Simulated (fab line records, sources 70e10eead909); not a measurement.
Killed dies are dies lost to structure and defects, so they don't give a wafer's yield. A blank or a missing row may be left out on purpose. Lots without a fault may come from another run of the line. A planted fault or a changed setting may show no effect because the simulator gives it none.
fab line records | flow nand_harc
record lots=5 wafers=15 last_day=24
route steps=1159 shown A_WL_FILL@813 A_CONTACT@840 END@1159
lots that met no fault: from a run of the same line without faults
start_h: hours from the record's first day to the start of the lot's first wafer shown | wait_h: hours since the lot's step before | " the same as in the row above | L1.1+2: a row that stands for several wafers | - no value, or no start given | * or withheld: withheld | < > ~ a bound
route shown NAME@n: a module of which the file shows steps, and the number in the route of the first | usual: mean/standard deviation of fault-free wafers | same: alike in all rows | chamber/n: place in a boat | sites: the reading at each site | _std_site: their standard deviation | _edge_site: outer sites' mean less inner sites' | radius_mm: how far each site lies from the wafer's centre | mask NAME#n: copy n | behind: the tool/chamber that last shaped the wafer | hold: why the lot was held/for how many hours/how that ended | device: the transistor (n, p or np) that didn't switch | end of line: the same wafers' tests at the end of the route | a step without rows: its recipe alone | killed: dies lost to structure and defects at the first sort, not the wafer's yield | map: a wafer's dies, x killed, . not, _ none there
set.NAME: the setting as run; set.NAME@STEP: as run at that earlier step | model.NAME: the simulator's own value behind a step, which no gauge read
lots at some steps of the route; a table a step, a row a wafer
services: from which hour (start_h, from the record's first day; less than 0 if before it) a tool's chamber was out of use, for how many hours, and why
## steps
# step NHARC_A_WL_FILL_CVD_03
# recipe target_thk_a=400 temp_c=300 pressure_torr=40 wf6_flow_sccm=40 h2_flow_sccm=1600 ar_flow_sccm=1560 time_s=3302 material=W
# step NHARC_A_WL_FILL_ETCHBACK_04
# recipe target_depth_a=600 time_s=120 chemistry=NF3
# step NHARC_A_WL_FILL_ETCHBACK_05
# recipe target_depth_a=220 time_s=60 temp_c=40 chemistry=Cl2/BCl3
# step NHARC_A_WL_FILL_STRIP_27
# recipe power_w=1500 temp_c=250 time_s=20 chemistry=N2/H2
# step NHARC_A_WL_FILL_STRIP_28
# recipe time_s=1200 temp_c=72.5 chemistry=post_etch_residue_remover
# step NHARC_A_WL_FILL_PRECLEAN_06
# recipe time_s=300 chemistry=DIW
# step NHARC_A_WL_FILL_SRD_07
# step NHARC_A_WL_FILL_ANNEAL_08
# recipe temp_c=450 time_s=1800
# step NHARC_A_WL_FILL_ALD_10
# recipe target_thk_a=500 pulse_time_s=10 ald_cycles=500 temp_c=300 material=SiO2
# usual heater_power_w=458/43 precursor_pulse_height_rel=1.001/0.02
# columns lot.wafer tool chamber start_h wait_h heater_power_w precursor_pulse_height_rel
L220.2 ald_hk-03 0 348.25 0.1 460 1.021
L220.1 " 2 349.29 1.1 526 0.979
L220.6 " 0 350.32 2.1 448 0.994
L223.2 ald_hk-03 3 363.88 0.1 411 1.002
L223.1 " 1 364.91 1.1 503 0.978
L223.6 " 0 366.45 2.6 463 1.006
L224.4 ald_hk-04 0 364.40 0.6 533 0.972
L224.1 " 2 365.43 1.6 439 1.013
L224.5 " 3 " " 424 1.035
L232.4 ald_hk-03 3 426.38 3.1 411 1.023
L232.1 " 1 427.40 4.2 485 1.021
L232.6 " 3 428.41 5.2 411 0.984
L240.2 ald_hk-03 3 458.38 2.9 415 1.038
L240.1 " 0 " " 474 1.003
L240.4 " 1 " " 496 0.977
# step NHARC_A_WL_FILL_ETCHBACK_16
# recipe target_depth_a=880 time_s=17.6 c4f8_flow_sccm=withheld o2_flow_sccm=8 ar_flow_sccm=withheld rf_w=600 bias_w=800 chemistry=C4F8/O2/Ar
# usual oes_product_au=0.984/0.029 rf_vpp_V=726/3.6
# columns lot.wafer tool chamber start_h wait_h oes_product_au rf_hours_counter_h rf_vpp_V
L220.2 rie_diel-07 3 - - 1.004 3.5 725
L220.1 " 0 " " 1.000 3.4 719
L220.6 " 1 " " 0.986 - 725
L223.2 rie_diel-08 2 - - 0.971 1.3 730
L223.1 " 3 " " 0.979 1.3 726
L223.6 " 2 " " 0.968 - 730
L224.1 rie_diel-05 2 - - 0.996 1.0 728
L224.4 " 3 " " 1.010 1.1 726
L224.5 " 2 " " 0.999 - 727
L232.4 rie_diel-08 3 - - 1.004 2.9 725
L232.1 " 0 " " 0.999 2.5 730
L232.6 " 3 " " 1.002 - 724
L240.2 rie_diel-07 3 - - 0.997 1.2 724
L240.4 " 0 " " 0.954 0.7 717
L240.1 " 1 " " 0.987 0.9 725
# step NHARC_A_WL_FILL_STRIP_29
# recipe time_s=20 o2_flow_sccm=500 ar_flow_sccm=0 bias_w=0 chemistry=O2
# usual drypump_motor_current_A=6.1/0.4 oes_product_au=0.998/0.0066 rf_vpp_V=58.0/0.86 showerhead_plenum_p_Torr=3.63/0.12 throttle_valve_pct=17.035/0.0098
# columns lot.wafer tool chamber start_h wait_h drypump_motor_current_A oes_product_au rf_hours_counter_h rf_vpp_V showerhead_plenum_p_Torr throttle_valve_pct
L220.1 rie_diel-07 2 353.01 0.1 5.8 1.001 3.6 58.8 3.77 17.022
L220.2 " 3 " " 6.3 0.994 3.5 57.1 3.58 17.039
L220.6 " 2 " " 5.8 0.993 - 57.7 3.77 17.041
L223.2 rie_diel-08 0 368.60 0.1 6.4 1.008 1.4 59.3 3.76 17.034
L223.1 " 2 " " 6.3 0.991 1.3 58.7 3.79 17.037
L223.6 " 1 " " 6.5 1.005 - 58.1 3.68 17.040
L224.1 rie_diel-05 1 368.65 0.1 6.2 1.007 1.0 58.9 3.55 17.029
L224.4 " 2 " " 5.6 0.994 1.0 58.0 3.69 17.034
L224.5 " 2 " " 5.6 1.001 - 56.8 3.69 17.025
L232.1 rie_diel-08 0 431.06 0.1 6.4 1.002 2.5 57.5 3.76 17.046
L232.4 " 2 " " 6.3 0.985 3.0 58.8 3.79 17.031
L232.6 " 1 " " 6.5 1.003 - 57.6 3.68 17.047
L240.1 rie_diel-07 3 462.59 0.1 6.3 1.002 1.2 55.7 3.58 17.035
L240.2 " 1 " " 6.7 0.993 1.0 57.4 3.59 17.033
L240.4 " 2 " " 5.8 1.002 1.2 59.0 3.77 17.020
# step NHARC_A_WL_FILL_ETCHBACK_17
# recipe target_depth_a=40 time_s=26.7 chemistry=Cl2/BCl3
# usual drypump_motor_current_A=5.96/0.19 oes_product_au=0.999/0.0072
# columns lot.wafer tool chamber start_h wait_h drypump_motor_current_A oes_product_au rf_hours_counter_h
L220.2 rie_metal-01 0 353.09 - 5.76 0.988 0.2
L220.1 " 1 " " 6.06 0.993 0.2
L220.6 " 1 " " 6.04 1.008 -
L223.2 rie_metal-01 0 368.68 - 5.73 1.003 0.8
L223.1 " 1 " " 6.05 1.007 0.8
L223.6 " 1 " " 6.03 1.006 -
L224.1 rie_metal-03 0 368.75 - 6.20 1.009 2.5
L224.4 " 0 " " 6.22 1.006 -
L224.5 " 1 " " 6.09 1.001 -
L232.1 rie_metal-01 1 431.15 - 6.05 1.001 2.6
L232.4 " 1 " " 6.01 0.994 -
L232.6 " 0 " " 5.74 0.986 -
L240.1 rie_metal-03 0 462.67 - 6.18 0.992 0
L240.2 " 1 " " 6.07 1.007 0
L240.4 " 0 " " 6.19 1.003 -
# step NHARC_A_WL_FILL_PRECLEAN_18
# recipe time_s=30 chemistry=dHF
# step NHARC_A_WL_FILL_SRD_21
# step NHARC_A_WL_FILL_CVD_23
# recipe target_thk_a=400 temp_c=620 pressure_mtorr=200 time_s=800 material=poly-Si
# step NHARC_A_WL_FILL_ETCHBACK_26
# recipe target_depth_a=520 time_s=13.3 hbr_flow_sccm=150 rf_w=350 icp_w=350 bias_w=60 chemistry=HBr
# usual drypump_motor_current_A=5.8/0.42 oes_product_au=0.996/0.007 throttle_valve_pct=23.266/0.0095
# columns lot.wafer tool chamber start_h wait_h drypump_motor_current_A oes_product_au rf_hours_counter_h throttle_valve_pct
L220.2 rie_si-05 0 358.32 0.4 4.9 0.992 0.9 23.253
L220.1 " 3 " " 5.9 0.982 0.8 23.269
L220.6 " 0 " " 4.9 0.991 - 23.280
L223.2 rie_si-04 0 373.74 0.4 6.7 0.996 0.8 23.258
L223.1 " 1 " " 5.8 0.999 0.5 23.276
L223.6 " 0 " " 6.7 0.997 - 23.262
L224.1 rie_si-05 3 373.75 0.4 6.0 0.986 0.8 23.252
L224.4 " 1 " " 5.7 1.000 1.1 23.259
L224.5 " 2 " " 5.4 1.006 - 23.265
L232.4 rie_si-04 1 436.39 0.4 5.8 1.005 1.0 23.261
L232.1 " 2 " " 5.6 1.000 1.0 23.266
L232.6 " 0 " " 6.8 0.998 - 23.264
L240.4 rie_si-01 0 468.10 0.4 5.7 0.993 1.2 23.282
L240.1 " 1 " " 5.9 1.011 0.9 23.261
L240.2 " 2 " " 6.3 0.994 1.2 23.260
# step NHARC_A_WL_FILL_PRECLEAN_30
# recipe time_s=10 chemistry=dHF
# step NHARC_A_WL_FILL_SRD_14
# step NHARC_A_WL_FILL_ALD_19
# recipe target_thk_a=20 pulse_time_s=3 ald_cycles=100 temp_c=450 material=TiN
# step NHARC_A_WL_FILL_CVD_20
# recipe target_thk_a=750 temp_c=300 pressure_torr=40 wf6_flow_sccm=40 h2_flow_sccm=1600 ar_flow_sccm=1560 time_s=5064 material=W
# step NHARC_A_WL_FILL_CMP_12
# recipe t_overpolish_s=30 target_thk_nm=75
# step NHARC_A_WL_FILL_SRD_31
# step NHARC_A_CONTACT_DEP_24
# recipe target_thk_a=5000 temp_c=400 pressure_torr=6.5 rf_w=900 teos_flow_sccm=161.4 flow_sccm=2650 target_thk_nm=500 gas=O2 material=SiO2
# step NHARC_A_CONTACT_DEP_28
# recipe target_thk_a=36000 temp_c=400 material=aC
# usual throttle_valve_pct=35.001/0.0089
# columns lot.wafer tool chamber start_h wait_h throttle_valve_pct
L220.1 acl_dep-03 0 367.46 0.6 35.014
L220.2 " 0 " " 35.004
L220.6 " 0 369.31 2.5 35.001
L224.1 acl_dep-02 0 380.48 0.1 35.018
L224.4 " 0 381.57 1.1 35.006
L224.5 " 0 " " 34.987
L223.1 acl_dep-02 0 382.97 0.1 35.005
L223.2 " 0 " " 34.980
L223.6 " 0 384.81 1.9 34.990
L232.1 acl_dep-01 0 448.74 0.9 35.001
L232.4 " 0 449.82 2.0 35.008
L232.6 " 0 " " 34.993
L240.1 acl_dep-03 0 480.31 3.6 35.004
L240.2 " 0 " " 34.995
L240.4 " 0 " " 35.012
# step NHARC_A_CONTACT_DEP_29
# recipe target_thk_a=700 target_thk_nm=70 temp_c=400 pressure_torr=3.5 flow_sccm=200 rf_w=350 material=SiON
# step NHARC_A_CONTACT_DEHYDRATE_32
# recipe temp_c=150 time_s=120
# step NHARC_A_CONTACT_HMDS_33
# recipe time_s=30
# step NHARC_A_CONTACT_COAT_34
# recipe temp_c=260 time_s=75
# step NHARC_A_CONTACT_COAT_35
# recipe temp_c=225 time_s=65
# step NHARC_A_CONTACT_COAT_36
# recipe spin_rpm=1500 resist_thk_nm=90
# step NHARC_A_CONTACT_SOFTBAKE_37
# recipe temp_c=105 time_s=55
# step NHARC_A_CONTACT_EBR_38
# step NHARC_A_CONTACT_EXPOSE_39
# recipe na=1.35 sigma_outer=0.8 dose_mj=58.79 mask_id=A_CC_3
# step NHARC_A_CONTACT_PEB_40
# recipe peb_temp_c=100 peb_time_s=65
# step NHARC_A_CONTACT_DEVELOP_41
# recipe develop_time_s=35 dev_temp_c=23
# step NHARC_END_SORT_01
# recipe temp_c=25
# usual killed_at_array=24/7.4 killed_at_other=0.5/0.81 killed_at_periphery=3.4/2.3 killed_dies=28/8 killed_open=3.4/1.8 killed_short=2.0/1.4
# same gross_dies=677
# columns lot.wafer tool chamber start_h wait_h killed_at_array killed_at_other killed_at_periphery killed_dies killed_open killed_short
L232.4 prober-01 0 519.58 3.4 23 0 5 28 4 1
L240.2 prober-01 0 570.26 2.8 70 0 4 74 3 1
# killed by level:class
L232.4 A_CHANNEL_HOLE_D1:chamber_film_flake=13 A_STAIRCASE:chamber_film_flake=3 A_CONTACT:chamber_film_flake=3 P_GATE:geometric_particle:open=1 P_CONTACT:geometric_particle:open=1 P_M2:geometric_particle:open=1 A_CHANNEL_FILL_D1:geometric_particle:open=1 A_CHANNEL_FILL_D1:geometric_particle:short=1
L240.2 A_WL_FILL:unspecified=41 A_SLIT:chamber_film_flake=18 A_CHANNEL_HOLE_D1:chamber_film_flake=3 P_M2:chamber_film_flake=2 A_WL_FILL:chamber_film_flake=2 A_CONTACT:chamber_film_flake=2 P_M2:geometric_particle:open=1 A_WL_FILL:geometric_particle:short=1
# map L240.2 (x killed, . not)
____________.____________
_________xx.xx.._________
_______...x......._______
______...x.x......x______
_____......x.xx....._____
____..x...xxx.......x____
____......x..........____
___........xx.........___
___.......x.xx........___
__......x..............__
__...........x.........__
_......................._
_......................._
_......................._
_........x.............._
_......................._
.........................
.........................
.....................x...
......................x..
.x..................x.xx.
_..................xxxxx_
_................x.xxxxx_
_................x..xxxx_
_x.................xxxxx_
_...................xxxx_
__...........x.....xxxx__
__.................xxxx__
___.............xx..xx___
___.................xx___
____.................____
____.................____
_____.........x....._____
______.............______
_______.....x....._______
_________......._________
____________.____________
# map L220.6 (x killed, . not)
____________.____________
_________......._________
_______...x......._______
______x.xx.........______
_____xxx............_____
____xx..x............____
____..xx.............____
___...xx..............___
___...................___
__......x..............__
__............x........__
_.............x........._
_..............x........_
_......................._
_.................x....._
_......................._
................x........
.x..x..x.................
.x..x....................
xxx.x....................
xxx...x...........x......
_.....x..........x......_
_...................x..._
_......................._
_......................._
_...........x....xx....._
__..............x...x..__
__.....................__
___...................___
___.........x.........___
____.................____
____.................____
_____..............._____
______.............______
_______..........._______
_________......._________
____________.____________
## services
# columns tool chamber start_h hours kind
rie_metal-01 - 332.00 9.0 pm
rie_si-01 1 336.22 0.9 repair
rie_diel-05 - 340.66 9.0 pm
acl_dep-02 - 349.86 13.0 pm
rie_diel-08 - 359.83 0.8 repair
rie_si-01 - 364.40 0.6 repair
rie_si-01 1 383.52 34.1 repair
rie_diel-05 3 386.80 19.4 repair
rie_diel-08 0 396.60 7.9 repair
rie_si-05 2 403.62 4.5 repair
acl_dep-03 - 405.00 13.0 pm
rie_metal-01 0 412.54 4.8 repair
rie_metal-03 0 414.92 17.5 repair
rie_si-05 - 416.00 9.0 pm
rie_diel-07 - 416.89 9.0 pm
rie_si-04 1 427.82 7.6 repair
rie_diel-08 - 433.93 0.1 repair
rie_diel-07 1 434.35 2.5 repair
rie_diel-07 0 446.39 13.2 repair
rie_diel-08 0 449.12 10.8 repair
rie_metal-03 - 453.00 9.0 pm
rie_si-04 - 453.00 9.0 pm
rie_si-05 3 454.92 1.2 repair
rie_diel-08 - 478.80 9.0 pm
## key
first_sign step=NHARC_END_SORT_01 reading=killed_at_array direction=up sigmas=6.2 usual=24 struck=70
effect step=NHARC_END_SORT_01 reading=killed_dies direction=up sigmas=5.7 usual=28 struck=74
more_kills_born_at NHARC_A_WL_FILL_STRIP_29@rie_diel-07=40
met_at NHARC_A_WL_FILL_STRIP_29
struck_wafers L240.2
tester_left_out L240
fault kind=chamber_particle_source tool=rie_diel-07 chamber=1 onset_h=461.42 steps=NHARC_A_WL_FILL_STRIP_29 rate_per_visit_cm2=0.38912 end_h=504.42
# tester_left_out: of these lots the tester's yield and bins aren't shown, on N5 and GAA mostly nor the transistor test; their killed dies are dies lost to structure and defects alone, not to doping, threshold or leakage, so they don't give the yield
